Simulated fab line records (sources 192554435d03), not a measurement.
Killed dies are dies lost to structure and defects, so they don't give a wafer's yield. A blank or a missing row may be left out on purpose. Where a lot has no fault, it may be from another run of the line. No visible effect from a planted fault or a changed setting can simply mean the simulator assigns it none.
fab line records ; flow n5_finfet
record lots=10; wafers=30; last_day=20
route steps=1938 shown BEOL_M4@1111 BEOL_M13@1705 BEOL_M14@1730 PASSIVATION@1936
lots that met no fault: taken from a fault-free run of the same line
start_h: hours from the record's first day to the start of the lot's first wafer shown ; wait_h: how many hours have passed since the lot's step before this one ; " same as the row above ; L1.1+2: several wafers, shown together as one row ; - no value present, or no start provided ; * or withheld: withheld ; < > ~ a bound
route shown NAME@n: names a module that has steps shown in the file, with the first one's number in the route ; usual: mean/standard deviation taken from wafers without a fault ; same: alike in all rows ; chamber/n: place in a boat ; sites: each site's reading ; _std_site: standard deviation of those values ; _edge_site: inner sites' mean taken away from outer sites' mean ; radius_mm: how far each site lies from the wafer's centre ; mask NAME#n: copy n ; behind: the tool/chamber that last shaped the wafer ; hold: what put the lot on hold/how long, in hours/how the hold closed ; device: whichever transistor did not switch (one of n, p or np) ; end of line: the tests these same wafers got at the end of their route ; a step given without rows: its recipe and nothing more ; killed: at the first sort, the dies lost to defects and structure; wafer yield is something else ; map: dies across one wafer; x = killed, . = not, _ = none there
set.NAME: the setting that was run; set.NAME@STEP: the one run at that earlier step ; model.NAME: the simulator's own value behind a step, which no gauge read
the route's steps for a sample of lots (tables are steps, rows are wafers)
services: a tool's chamber out of use, with start hour (start_h, from the record's first day; less than 0 if before it), hours out, and reason
## steps
# step N5_BEOL_M4_RC_MEAS_101
# usual DIBL_N=36.6/1.1; DIBL_P=36.7/1.5; IOFF_N=0.155/0.019; IOFF_P=0.208/0.025; ION_N=673/8.5; ION_P=462/5.9; SS_N=71.6/0.58; SS_P=73.5/0.51; VT_N=250.7/2.4; VT_P=-251/3
lot.wafer;tool;chamber;start_h;wait_h;DIBL_N[mV/V];DIBL_P[mV/V];IOFF_N[nA/um];IOFF_P[nA/um];ION_N[uA/um];ION_P[uA/um];SS_N[mV/dec];SS_P[mV/dec];VT_N[mV];VT_P[mV]
L297.1;prober-01;0;208.01;0.0;37.5;39.1;0.192;0.226;680;463;71.9;73.8;248.0;-252
L297.5;prober-01;0;208.01;0.0;35.9;37.5;0.160;0.197;668;456;72.6;73.5;251.8;-254
L297.6;prober-01;0;208.01;0.0;38.6;39.9;0.207;0.241;680;462;72.0;74.5;244.1;-252
L303.4;prober-01;0;276.12;0.5;38.0;37.6;0.171;0.246;662;462;71.5;73.6;251.7;-245
L303.5;prober-01;0;276.12;0.5;36.2;37.0;0.148;0.239;671;469;71.7;73.6;249.9;-246
L303.6;prober-01;0;276.12;0.5;38.2;38.8;0.170;0.265;665;467;71.8;73.6;247.1;-246
L307.4;prober-02;0;287.48;0.5;38.2;36.0;0.160;0.211;685;470;71.6;73.7;248.9;-250
L307.5;prober-02;0;287.48;0.5;39.0;36.8;0.180;0.227;676;462;71.5;73.5;244.7;-250
L307.6;prober-02;0;287.48;0.5;38.6;36.1;0.167;0.211;676;461;71.5;72.9;250.7;-249
L304.2;prober-02;0;289.93;0.2;37.0;35.6;0.130;0.205;664;461;71.1;73.8;253.9;-251
L304.3;prober-02;0;289.93;0.2;38.0;37.1;0.161;0.226;682;469;72.6;73.8;248.2;-250
L304.6;prober-02;0;289.93;0.2;37.6;36.7;0.149;0.218;666;463;70.4;73.6;248.0;-250
L302.1;prober-02;0;291.17;0.0;36.5;40.1;0.182;0.224;684;466;72.4;74.1;251.6;-251
L302.4;prober-02;0;291.17;0.0;36.6;39.4;0.177;0.212;683;460;72.4;73.7;252.1;-252
L302.6;prober-02;0;291.17;0.0;36.7;39.5;0.179;0.219;690;464;72.8;73.8;249.7;-252
L312.1;prober-02;0;322.18;0.0;37.9;37.7;0.153;0.191;671;456;72.0;73.6;251.2;-252
L312.4;prober-02;0;322.18;0.0;36.6;36.3;0.133;0.174;668;461;72.4;72.8;255.1;-254
L312.6;prober-02;0;322.18;0.0;35.8;35.7;0.128;0.172;673;459;71.3;72.5;251.5;-253
L314.3;prober-02;0;325.10;0.3;36.6;36.4;0.154;0.181;683;459;71.6;74.2;249.8;-256
L314.5;prober-02;0;325.10;0.3;37.0;36.2;0.161;0.184;682;463;71.1;73.7;249.2;-253
L314.6;prober-02;0;325.10;0.3;36.6;36.0;0.151;0.178;686;460;72.5;73.2;250.2;-253
L313.1;prober-01;0;342.04;0.0;36.6;36.6;0.146;0.185;673;457;70.9;73.4;251.3;-254
L313.2;prober-01;0;342.04;0.0;37.4;38.0;0.164;0.200;673;457;72.1;73.1;249.9;-254
L313.6;prober-01;0;342.04;0.0;37.7;38.4;0.167;0.201;683;467;72.1;74.0;250.7;-252
L319.2;prober-02;0;366.56;0.2;36.8;36.1;0.155;0.218;681;469;72.4;73.6;247.5;-249
L319.3;prober-02;0;366.56;0.2;37.9;37.3;0.179;0.236;696;468;71.5;74.0;247.6;-251
L319.5;prober-02;0;366.56;0.2;34.4;32.9;0.123;0.166;668;455;71.7;72.3;252.1;-254
L318.1;prober-02;0;372.04;0.0;36.7;37.5;0.168;0.178;679;450;72.5;73.2;250.9;-256
L318.2;prober-02;0;372.04;0.0;36.7;37.0;0.166;0.170;671;443;71.5;72.9;251.7;-255
L318.4;prober-02;0;372.04;0.0;36.0;36.0;0.152;0.169;658;443;71.6;73.0;250.1;-256
# step N5_BEOL_M13_SPUTTER_43
# recipe material=TaN; target_thk_a=150; temp_c=50; bias_v=168.6; power_w=15000; chamber_pressure_pa=0.12; time_s=24.19
# usual bias_v=169.1/1.5; throttle_valve_pct=30.5/0.82
lot.wafer;tool;chamber;start_h;wait_h;bias_v;throttle_valve_pct
L297.1;pvd_sputter-02;-;283.73;0.0;167.1;30.4
L297.5;pvd_sputter-02;-;283.73;0.0;170.4;31.6
L297.6;pvd_sputter-02;-;283.73;0.0;166.5;30.4
L303.4;pvd_sputter-01;-;359.07;0.0;168.3;31.3
L303.5;pvd_sputter-01;-;359.07;0.0;167.8;29.0
L303.6;pvd_sputter-01;-;359.07;0.0;168.4;31.0
L304.2;pvd_sputter-02;-;370.85;0.0;168.7;29.6
L304.3;pvd_sputter-02;-;370.85;0.0;169.0;30.4
L304.6;pvd_sputter-02;-;370.85;0.0;170.5;29.4
L307.4;pvd_sputter-01;-;376.29;0.0;167.6;31.5
L307.5;pvd_sputter-01;-;376.29;0.0;169.6;31.5
L307.6;pvd_sputter-01;-;376.29;0.0;169.5;29.1
L302.1;pvd_sputter-01;-;380.22;0.0;170.1;31.4
L302.4;pvd_sputter-01;-;380.22;0.0;171.3;31.6
L302.6;pvd_sputter-01;-;380.22;0.0;169.7;31.7
L312.1;pvd_sputter-03;-;399.79;0.0;171.1;30.1
L312.4;pvd_sputter-03;-;399.79;0.0;170.6;30.2
L312.6;pvd_sputter-03;-;399.79;0.0;168.9;30.7
L314.3;pvd_sputter-02;-;404.77;0.0;168.8;29.6
L314.5;pvd_sputter-02;-;404.77;0.0;169.3;30.3
L314.6;pvd_sputter-02;-;404.77;0.0;169.3;30.4
L313.1;pvd_sputter-03;-;418.90;0.0;167.5;30.7
L313.2;pvd_sputter-03;-;418.90;0.0;170.8;29.8
L313.6;pvd_sputter-03;-;418.90;0.0;168.9;30.2
L319.2;pvd_sputter-02;-;436.86;0.0;167.7;30.3
L319.3;pvd_sputter-02;-;436.86;0.0;168.5;31.4
L319.5;pvd_sputter-02;-;436.86;0.0;169.5;31.4
L318.1;pvd_sputter-02;-;452.78;0.0;170.7;29.5
L318.2;pvd_sputter-02;-;452.78;0.0;170.6;30.3
L318.4;pvd_sputter-02;-;452.78;0.0;170.6;30.5
# step N5_BEOL_M14_ETCH_59
# recipe chemistry=N2/H2; target=BARC; target_depth_a=890; overetch_a=267; time_s=67.9; ion_energy_ev=200; pressure_mtorr=30; source_w=840; bias_w=150; n2_flow_sccm=200; h2_flow_sccm=200
# usual drypump_motor_current_A=5.8/0.53; oes_product_au=0.71/0.072; rf_vpp_V=524.5/2.4; showerhead_plenum_p_Torr=2.57/0.088; throttle_valve_pct=17.84/0.26
lot.wafer;tool;chamber;start_h;wait_h;drypump_motor_current_A;oes_product_au;rf_hours_counter_h;rf_vpp_V;showerhead_plenum_p_Torr;throttle_valve_pct
L297.1;rie_diel-01;1;285.58;0.0;6.5;0.76;31;522.2;2.48;17.43
L297.5;rie_diel-01;2;285.58;0.0;5.2;0.69;-;525.1;2.57;18.15
L297.6;rie_diel-01;1;285.58;0.0;6.5;0.77;-;523.5;2.48;17.44
L303.4;rie_diel-04;2;361.24;0.0;5.3;0.78;28;527.9;2.71;17.82
L303.5;rie_diel-04;3;361.24;0.0;6.0;0.79;-;526.1;2.60;17.53
L303.6;rie_diel-04;2;361.24;0.0;5.3;0.78;-;527.5;2.71;17.82
L304.2;rie_diel-04;3;373.37;0.0;6.0;0.78;17;526.0;2.60;17.54
L304.3;rie_diel-04;1;373.37;0.0;6.2;0.62;180;523.3;2.53;18.33
L304.6;rie_diel-04;0;373.37;0.0;5.8;0.79;-;528.1;2.72;17.81
L307.4;rie_diel-03;2;378.86;0.0;6.5;0.75;39;526.1;2.59;17.68
L307.5;rie_diel-03;2;378.86;0.0;6.5;0.75;-;524.5;2.59;17.68
L307.6;rie_diel-03;1;378.86;0.0;4.9;0.68;-;527.1;2.66;17.92
L302.1;rie_diel-01;1;382.41;0.0;6.5;0.73;65;523.3;2.47;17.52
L302.4;rie_diel-01;3;382.41;0.0;5.8;0.82;-;521.1;2.49;17.75
L302.6;rie_diel-01;2;382.41;0.0;5.2;0.67;-;524.3;2.55;18.20
L312.1;rie_diel-04;2;401.71;0.0;5.3;0.76;43;528.1;2.70;17.83
L312.4;rie_diel-04;1;401.71;0.0;6.2;0.62;-;523.4;2.52;18.34
L312.6;rie_diel-04;0;401.71;0.0;5.8;0.77;-;527.9;2.71;17.84
L314.3;rie_diel-01;2;406.76;0.0;5.2;0.66;141;523.7;2.55;18.21
L314.5;rie_diel-01;3;406.76;0.0;5.8;0.80;-;523.1;2.49;17.77
L314.6;rie_diel-01;2;406.76;0.0;5.2;0.66;-;523.4;2.55;18.22
L313.1;rie_diel-01;2;421.19;0.0;5.2;0.66;146;524.5;2.54;18.23
L313.2;rie_diel-01;0;421.19;0.0;6.0;0.67;102;523.3;2.46;17.92
L313.6;rie_diel-01;1;421.19;0.0;6.5;0.71;-;521.6;2.46;17.53
L319.2;rie_diel-03;2;439.87;0.0;6.5;0.72;65;524.2;2.57;17.73
L319.3;rie_diel-03;1;439.87;0.0;4.9;0.65;149;526.6;2.65;17.97
L319.5;rie_diel-03;1;439.87;0.0;4.9;0.66;-;526.5;2.65;17.96
L318.1;rie_diel-04;3;455.30;0.0;6.0;0.74;45;524.3;2.59;17.58
L318.2;rie_diel-04;2;455.30;0.0;5.3;0.74;61;529.5;2.69;17.87
L318.4;rie_diel-04;0;455.30;0.0;5.8;0.73;41;527.8;2.70;17.88
# step N5_BEOL_M14_STRIP_63
# recipe chemistry=O2; power_w=600; temp_c=60; pressure_mtorr=30; rf_frequency_hz=6e+07; bias_power_w=0; overash_fraction=0.3; o2_flow_sccm=225
# usual bias_power_w=0/0; chamber_pressure_mTorr=30.00/0.054; drypump_motor_current_A=5.8/0.53; oes_product_au=0.83/0.092; rf_vpp_V=3.6/0.9; showerhead_plenum_p_Torr=2.12/0.071; temp_c=59.99/0.11; throttle_valve_pct=16.63/0.26
lot.wafer;tool;chamber;start_h;wait_h;bias_power_w;chamber_pressure_mTorr;drypump_motor_current_A;oes_product_au;rf_hours_counter_h;rf_vpp_V;showerhead_plenum_p_Torr;temp_c;throttle_valve_pct
L297.1;rie_diel-01;1;285;-;0;30.15;6.5;0.91;31;2.0;2.06;59.79;16.35
L297.5;rie_diel-01;2;285;-;0;29.95;5.2;0.81;-;4.2;2.12;60.01;16.87
L297.6;rie_diel-01;1;285;-;0;29.95;6.5;0.91;-;4.3;2.06;59.93;16.34
L303.4;rie_diel-04;2;361;-;0;29.96;5.3;0.93;29;3.5;2.23;60.02;16.62
L303.5;rie_diel-04;3;361;-;0;30.04;6.0;0.95;-;4.7;2.15;60.11;16.26
L303.6;rie_diel-04;2;361;-;0;29.93;5.3;0.93;-;4.0;2.23;60.09;16.59
L304.2;rie_diel-04;3;373;-;-;-;-;-;-;-;-;-;-
L304.3;rie_diel-04;1;373;-;-;-;-;-;-;-;-;-;-
L304.6;rie_diel-04;0;373;-;-;-;-;-;-;-;-;-;-
L307.4;rie_diel-03;2;379;-;-;-;-;-;-;-;-;-;-
L307.5;rie_diel-03;2;379;-;-;-;-;-;-;-;-;-;-
L307.6;rie_diel-03;1;379;-;-;-;-;-;-;-;-;-;-
L302.1;rie_diel-01;1;382;-;-;-;-;-;-;-;-;-;-
L302.4;rie_diel-01;3;382;-;-;-;-;-;-;-;-;-;-
L302.6;rie_diel-01;2;382;-;-;-;-;-;-;-;-;-;-
L312.1;rie_diel-04;2;401;-;0;30.10;5.3;0.90;43;3.3;2.22;60.03;16.60
L312.4;rie_diel-04;1;401;-;0;30.06;6.2;0.72;-;4.3;2.09;59.87;17.15
L312.6;rie_diel-04;0;401;-;0;29.95;5.7;0.90;-;2.4;2.23;60.08;16.57
L314.3;rie_diel-01;2;406;-;0;30.00;5.2;0.77;141;2.5;2.11;59.98;16.94
L314.5;rie_diel-01;3;407;-;0;29.96;5.8;0.94;-;3.7;2.05;59.96;16.53
L314.6;rie_diel-01;2;407;-;0;29.95;5.2;0.76;-;4.3;2.11;59.91;17.00
L313.1;rie_diel-01;2;421;-;0;29.98;5.2;0.76;146;4.7;2.10;60.06;16.99
L313.2;rie_diel-01;0;421;-;0;30.06;6.0;0.78;102;4.2;2.02;59.75;16.60
L313.6;rie_diel-01;1;421;-;0;30.05;6.5;0.83;-;2.6;2.04;60.19;16.45
L319.2;rie_diel-03;2;440;-;0;30.03;6.5;0.86;65;3.3;2.13;60.10;16.58
L319.3;rie_diel-03;1;440;-;0;30.02;4.9;0.77;149;4.4;2.18;60.12;16.83
L319.5;rie_diel-03;1;440;-;0;29.92;4.9;0.77;-;2.4;2.18;60.04;16.83
L318.1;rie_diel-04;3;455;-;0;30.06;6.0;0.87;45;2.2;2.14;59.90;16.32
L318.2;rie_diel-04;2;455;-;0;29.99;5.3;0.89;62;3.3;2.22;60.15;16.67
L318.4;rie_diel-04;0;455;-;0;29.96;5.7;0.88;41;3.5;2.22;59.91;16.56
# step N5_PASSIVATION_PROBE_49
# usual defect_limited_yield=91.2/1.4; killed_at_M0_to_M3=36/11; killed_at_M4_up=14/5.6; killed_at_contacts=12/5.9; killed_at_front_end=38/13; killed_at_other=3.5/2.7; killed_dies=104/17; killed_open=68/12; killed_short=34/8.2; sort_bin_5_function=5.1/0.95; sort_bin_6_memory=3.3/0.7; sort_n_pass=1076/17; sort_yield_pct=91.2/1.4
# same gross_dies=1180; killed_at_back_side=0; sort_bin_4_leakage[%]=0; sort_bin_8_speed[%]=0
lot.wafer;tool;chamber;start_h;wait_h;defect_limited_yield[%];killed_at_M0_to_M3;killed_at_M4_up;killed_at_contacts;killed_at_front_end;killed_at_other;killed_dies;killed_open;killed_short;sort_bin_5_function[%];sort_bin_6_memory[%];sort_n_pass;sort_yield_pct[%]
L303.4;prober-02;-;390.65;0.6;92.0;27;20;19;25;3;94;74;19;4.7;3.1;1086;92.0
L303.5;prober-02;-;390.70;0.7;90.3;40;15;13;39;7;114;61;50;5.2;4.1;1066;90.3
L303.6;prober-02;-;390.75;0.7;90.3;28;17;19;36;15;115;72;43;5.9;3.5;1065;90.3
L304.2;prober-02;-;403.41;0.1;83.8;38;95;23;35;0;191;68;38;9.9;4.7;989;83.8
L304.3;prober-02;-;403.46;0.1;87.1;29;79;18;24;2;152;60;25;8.3;3.1;1028;87.1
L304.6;prober-02;-;403.61;0.3;83.3;47;88;6;50;6;197;74;41;10.9;4.2;983;83.3
L302.1;prober-02;-;409.92;0.0;89.9;45;9;11;51;3;119;83;35;6.9;3.0;1061;89.9
L302.4;prober-02;-;410.07;0.2;90.8;42;10;14;38;5;109;82;27;5.5;3.6;1071;90.8
L302.6;prober-02;-;410.17;0.3;91.2;54;3;8;38;1;104;72;31;5.3;3.6;1076;91.2
L307.4;prober-01;-;411.01;0.2;84.5;38;93;11;36;5;183;66;33;9.9;3.7;997;84.5
L307.5;prober-01;-;411.06;0.2;85.5;29;106;9;25;2;171;56;28;10.0;3.1;1009;85.5
L307.6;prober-01;-;411.11;0.3;84.5;26;96;9;46;6;183;51;39;9.6;3.8;997;84.5
L312.1;prober-01;-;429.83;0.0;92.7;25;10;7;42;2;86;46;37;3.5;3.3;1094;92.7
L312.4;prober-01;-;429.98;0.2;92.9;27;11;5;40;1;84;61;18;3.8;3.0;1096;92.9
L312.6;prober-01;-;430.08;0.3;92.2;22;9;9;45;7;92;58;32;4.7;2.8;1088;92.2
L313.1;prober-01;-;442.89;0.0;90.8;52;29;6;19;2;108;68;37;5.3;3.3;1072;90.8
L313.2;prober-01;-;442.94;0.1;90.3;56;24;12;22;0;114;83;27;5.3;4.2;1066;90.3
L313.6;prober-01;-;443.14;0.3;90.4;60;8;14;29;2;113;70;43;5.9;3.4;1067;90.4
L319.2;prober-02;-;464.76;0.1;91.5;29;21;12;37;1;100;70;25;4.7;3.6;1080;91.5
L319.3;prober-02;-;464.81;0.1;92.7;25;8;24;28;1;86;55;28;4.0;3.3;1094;92.7
L319.5;prober-02;-;464.91;0.2;91.9;33;4;19;39;1;96;61;32;5.0;2.4;1084;91.9
# killed by level:class
L303.4 MOL_CONTACT_COAG:geometric_particle:open=15 BEOL_M4:geometric_particle:open=12 BEOL_M3:geometric_particle:open=10 DUMMY_GATE:geometric_particle:open=7 BEOL_M2:geometric_particle:open=5 FIN_SAQP:geometric_particle:short=4 STI_FIN_REVEAL:geometric_particle:open=4 BEOL_M0_SAQP:geometric_particle:open=4
L303.5 MOL_CONTACT_COAG:geometric_particle:open=10 BEOL_M0_SAQP:geometric_particle:short=9 BEOL_M0_SAQP:geometric_particle:open=7 BEOL_M3:geometric_particle:open=7 FIN_SAQP:geometric_particle:short=6 FIN_SAQP:geometric_particle:open=5 DUMMY_GATE:geometric_particle:open=5 BEOL_M2:geometric_particle:open=5
L303.6 MOL_CONTACT_COAG:geometric_particle:open=15 BEOL_M0_SAQP:geometric_particle:short=7 BEOL_M4:geometric_particle:open=7 FIN_SAQP:geometric_particle:short=6 GATE_CUT:geometric_particle:short=6 ILD0:geometric_particle:open=5 BEOL_M0_SAQP:geometric_particle:open=5 PASS1_CAP:geometric_particle:short=5
L304.2 BEOL_M11:unspecified=81 MOL_CONTACT_COAG:geometric_particle:open=18 BEOL_M0_SAQP:geometric_particle:open=10 FIN_SAQP:geometric_particle:open=9 BEOL_M0_SAQP:geometric_particle:short=9 GATE_CUT:geometric_particle:short=7 BEOL_M4:geometric_particle:open=5 BEOL_M1:geometric_particle:open=5
L304.3 BEOL_M11:unspecified=66 MOL_CONTACT_COAG:geometric_particle:open=13 BEOL_M4:geometric_particle:open=11 BEOL_M0_SAQP:geometric_particle:open=8 STI_FIN_REVEAL:geometric_particle:open=5 MOL_CONTACT_COAG:geometric_particle:short=5 BEOL_M0_SAQP:geometric_particle:short=5 BEOL_M3:geometric_particle:open=5
L304.6 BEOL_M11:unspecified=79 BEOL_M0_SAQP:geometric_particle:open=13 BEOL_M0_SAQP:geometric_particle:short=11 STI_FIN_REVEAL:geometric_particle:open=10 BEOL_M3:geometric_particle:open=10 FIN_SAQP:geometric_particle:open=9 GATE_CUT:geometric_particle:short=8 FIN_CUT:geometric_particle:open=4
L302.1 FIN_SAQP:geometric_particle:open=16 STI_FIN_REVEAL:geometric_particle:open=13 BEOL_M0_SAQP:geometric_particle:short=11 MOL_CONTACT_COAG:geometric_particle:open=10 BEOL_M3:geometric_particle:open=10 BEOL_M0_SAQP:geometric_particle:open=9 FIN_SAQP:geometric_particle:short=6 BEOL_M1:geometric_particle:open=5
L302.4 FIN_SAQP:geometric_particle:open=13 MOL_CONTACT_COAG:geometric_particle:open=13 BEOL_M3:geometric_particle:open=9 FIN_SAQP:geometric_particle:short=8 BEOL_M0_SAQP:geometric_particle:open=8 STI_FIN_REVEAL:geometric_particle:open=7 BEOL_M1:geometric_particle:open=7 BEOL_M0_SAQP:geometric_particle:short=7
L302.6 STI_FIN_REVEAL:geometric_particle:open=16 BEOL_M0_SAQP:geometric_particle:short=12 FIN_SAQP:geometric_particle:open=11 BEOL_M3:geometric_particle:open=9 BEOL_M0_SAQP:geometric_particle:open=8 BEOL_M2:geometric_particle:open=8 BEOL_M1:geometric_particle:open=7 MOL_CONTACT_COAG:geometric_particle:open=6
L307.4 BEOL_M11:unspecified=80 FIN_SAQP:geometric_particle:open=12 BEOL_M1:geometric_particle:open=10 MOL_CONTACT_COAG:geometric_particle:open=8 BEOL_M0_SAQP:geometric_particle:short=8 BEOL_M0_SAQP:geometric_particle:open=6 GATE_CUT:geometric_particle:short=5 BEOL_M0:geometric_particle:open=5
L307.5 BEOL_M11:unspecified=85 BEOL_M4:geometric_particle:open=12 FIN_SAQP:geometric_particle:open=7 BEOL_M0_SAQP:geometric_particle:short=7 BEOL_M1:geometric_particle:open=7 MOL_CONTACT_COAG:geometric_particle:open=6 STARTING-WAFER:geometric_particle:short=6 BEOL_M3:geometric_particle:open=5
L307.6 BEOL_M11:unspecified=88 FIN_SAQP:geometric_particle:short=12 BEOL_M0_SAQP:geometric_particle:short=8 FIN_SAQP:geometric_particle:open=7 MOL_CONTACT_COAG:geometric_particle:open=7 BEOL_M2:geometric_particle:open=5 ILD0:geometric_particle:open=4 DUMMY_GATE:geometric_particle:open=4
L312.1 BEOL_M2:geometric_particle:open=9 FIN_SAQP:geometric_particle:open=8 GATE_CUT:geometric_particle:short=6 STARTING-WAFER:geometric_particle:short=6 MOL_CONTACT_COAG:geometric_particle:open=5 BEOL_M0_SAQP:geometric_particle:short=5 FIN_SAQP:geometric_particle:short=4 ILD0:geometric_particle:short=3
L312.4 FIN_SAQP:geometric_particle:open=18 DUMMY_GATE:geometric_particle:open=6 BEOL_M2:geometric_particle:open=6 BEOL_M1:geometric_particle:open=6 BEOL_M0_SAQP:geometric_particle:open=5 BEOL_M3:geometric_particle:open=5 FIN_SAQP:geometric_particle:short=3 MOL_CONTACT_COAG:geometric_particle:open=3
L312.6 FIN_SAQP:geometric_particle:open=12 FIN_SAQP:geometric_particle:short=9 BEOL_M1:geometric_particle:open=6 MOL_CONTACT_COAG:geometric_particle:open=5 BEOL_M2:geometric_particle:open=5 STI_FIN_REVEAL:geometric_particle:open=4 MOL_CONTACT_COAG:geometric_particle:short=4 BEOL_M0_SAQP:geometric_particle:short=4
L313.1 BEOL_M0_SAQP:geometric_particle:short=15 BEOL_M4:geometric_particle:open=14 BEOL_M0_SAQP:geometric_particle:open=11 BEOL_M3:geometric_particle:open=10 GATE_CUT:geometric_particle:short=5 BEOL_M1:geometric_particle:open=5 BEOL_M1:geometric_particle:short=5 MOL_CONTACT_COAG:geometric_particle:open=4
L313.2 BEOL_M1:geometric_particle:open=17 BEOL_M2:geometric_particle:open=10 BEOL_M3:geometric_particle:open=10 MOL_CONTACT_COAG:geometric_particle:open=8 BEOL_M4:geometric_particle:open=8 STARTING-WAFER:geometric_particle:short=5 FIN_SAQP:geometric_particle:open=4 MOL_CONTACT_COAG:geometric_particle:short=4
L313.6 BEOL_M0_SAQP:geometric_particle:open=15 BEOL_M0_SAQP:geometric_particle:short=13 BEOL_M3:geometric_particle:open=10 MOL_CONTACT_COAG:geometric_particle:open=10 BEOL_M1:geometric_particle:open=9 FIN_SAQP:geometric_particle:open=8 FIN_SAQP:geometric_particle:short=5 GATE_CUT:geometric_particle:short=4
L319.2 FIN_SAQP:geometric_particle:open=12 MOL_CONTACT_COAG:geometric_particle:open=11 BEOL_M4:geometric_particle:open=8 FIN_SAQP:geometric_particle:short=7 BEOL_M0_SAQP:geometric_particle:short=6 BEOL_M3:geometric_particle:open=6 DUMMY_GATE:geometric_particle:open=5 BEOL_M1:geometric_particle:open=5
L319.3 MOL_CONTACT_COAG:geometric_particle:open=20 BEOL_M0_SAQP:geometric_particle:short=9 STI_FIN_REVEAL:geometric_particle:open=5 BEOL_M0_SAQP:geometric_particle:open=5 FIN_SAQP:geometric_particle:short=4 BEOL_M2:geometric_particle:open=4 FIN_SAQP:geometric_particle:open=3 STI_FIN_REVEAL:geometric_particle:short=3
L319.5 MOL_CONTACT_COAG:geometric_particle:open=17 BEOL_M0_SAQP:geometric_particle:open=10 BEOL_M1:geometric_particle:open=7 BEOL_M0_SAQP:geometric_particle:short=7 FIN_SAQP:geometric_particle:short=6 FIN_SAQP:geometric_particle:open=6 STI_FIN_REVEAL:geometric_particle:open=6 GATE_CUT:geometric_particle:short=4
## services
tool;chamber;start_h;hours;kind
rie_diel-04;2;273.86;-;clean
rie_diel-04;2;273.86;-;consumable_replace:focus_ring
rie_diel-04;2;273.86;-;consumable_replace:showerhead
rie_diel-04;2;273.86;18.4;scheduled_down
rie_diel-04;2;273.86;18.4;vent_cycle
rie_diel-04;0;276.34;24.4;repair
rie_diel-04;3;315.93;-;clean
rie_diel-04;3;315.93;-;consumable_replace:focus_ring
rie_diel-04;3;315.93;15.1;scheduled_down
rie_diel-04;3;315.93;15.1;vent_cycle
rie_diel-01;0;320.42;4.8;repair
rie_diel-04;0;331.01;-;clean
rie_diel-04;0;331.01;-;consumable_replace:focus_ring
rie_diel-04;0;331.01;-;consumable_replace:showerhead
rie_diel-04;0;331.01;20.4;scheduled_down
rie_diel-04;0;331.01;20.4;vent_cycle
rie_diel-01;3;332.24;-;clean
rie_diel-01;3;332.24;-;consumable_replace:focus_ring
rie_diel-01;3;332.24;21.6;scheduled_down
rie_diel-01;3;332.24;21.6;vent_cycle
pvd_sputter-03;-;347.98;6.3;repair
rie_diel-01;-;351.87;2.8;pm
pvd_sputter-02;-;357.28;0.6;repair
rie_diel-03;3;381.15;-;clean
## key
first_sign step=N5_BEOL_M14_STRIP_63; reading=tool_record; direction=missing
effect step=N5_PASSIVATION_PROBE_49; reading=killed_at_M4_up; direction=up; sigmas=9; usual=14; struck=64; wafers_moved=6
met_at N5_BEOL_M14_STRIP_63
struck_lots L302,L304,L307
not_acting_at N5_BEOL_M13_SPUTTER_43,N5_BEOL_M14_ETCH_59
onset_between 361 373
earlier_fault kind=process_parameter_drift; tool=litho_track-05; chamber=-; onset_h=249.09; steps=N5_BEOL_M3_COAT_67; channel=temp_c; offset=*; shape=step; acts_in=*; stated=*
earlier_fault kind=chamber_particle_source; tool=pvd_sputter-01; chamber=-; onset_h=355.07; steps=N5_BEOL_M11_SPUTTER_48; rate_per_visit_cm2=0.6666
fault kind=skipped_step_whole; tool=rie_diel-01,rie_diel-03,rie_diel-04; chamber=-; onset_h=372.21; steps=N5_BEOL_M14_STRIP_63; scope=struck_lots_only
